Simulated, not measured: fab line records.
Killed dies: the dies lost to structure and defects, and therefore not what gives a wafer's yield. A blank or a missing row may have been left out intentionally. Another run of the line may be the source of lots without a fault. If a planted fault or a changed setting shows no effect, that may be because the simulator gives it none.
Chamber matching -- flow n5 finfet -- 3 sister chambers for N5_FIN_SAQP_PECVD_47 on pecvd-02
The step deposits a-Si from SiH4/He, target thk 45 nm, time 36.3 s. 3 wafers are shown with their chamber, then 9 later ones without.

## WAFERS PAIRED WITH THEIR CHAMBERS
wafer,chamber,heater power w (W)
L085.4,2,1074
L090.5,1,831
L090.6,0,748

## WAFERS MISSING THEIR CHAMBER
wafer,heater power w (W)
L092.2,1078
L092.4,796
L092.6,759
L093.2,775
L093.3,1101
L093.4,781
L097.2,769
L097.3,1019
L097.4,793

## CHAMBER TAKEN BY EACH
wafer,from the rows above,in truth
L092.2,2,2
L092.4,can't be placed: 1 or 0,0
L092.6,can't be placed: 0 or 1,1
L093.2,can't be placed: 0 or 1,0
L093.3,2,2
L093.4,can't be placed: 0 or 1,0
L097.2,can't be placed: 0 or 1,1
L097.3,2,2
L097.4,can't be placed: 1 or 0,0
Placed correctly: 3 of 9. Not placeable from these rows: 6 (in 6, the candidates include the true chamber). Number placed wrongly: 0.
How it was worked out, from the rows above alone: a wafer's distance from a chamber is the root of the sum, over the readings, of the square of ((its reading less the chamber's mean) divided by the reading's scatter). If the next closest chamber is less than 2 further off than the closest, the wafer can't be placed; otherwise it belongs to the closest. For every chamber, the mean is computed from those of its wafers that are shown. The scatter (one wafer shown for each chamber): square how far every hidden wafer sits from the nearest shown wafer, average those squares and take the square root.
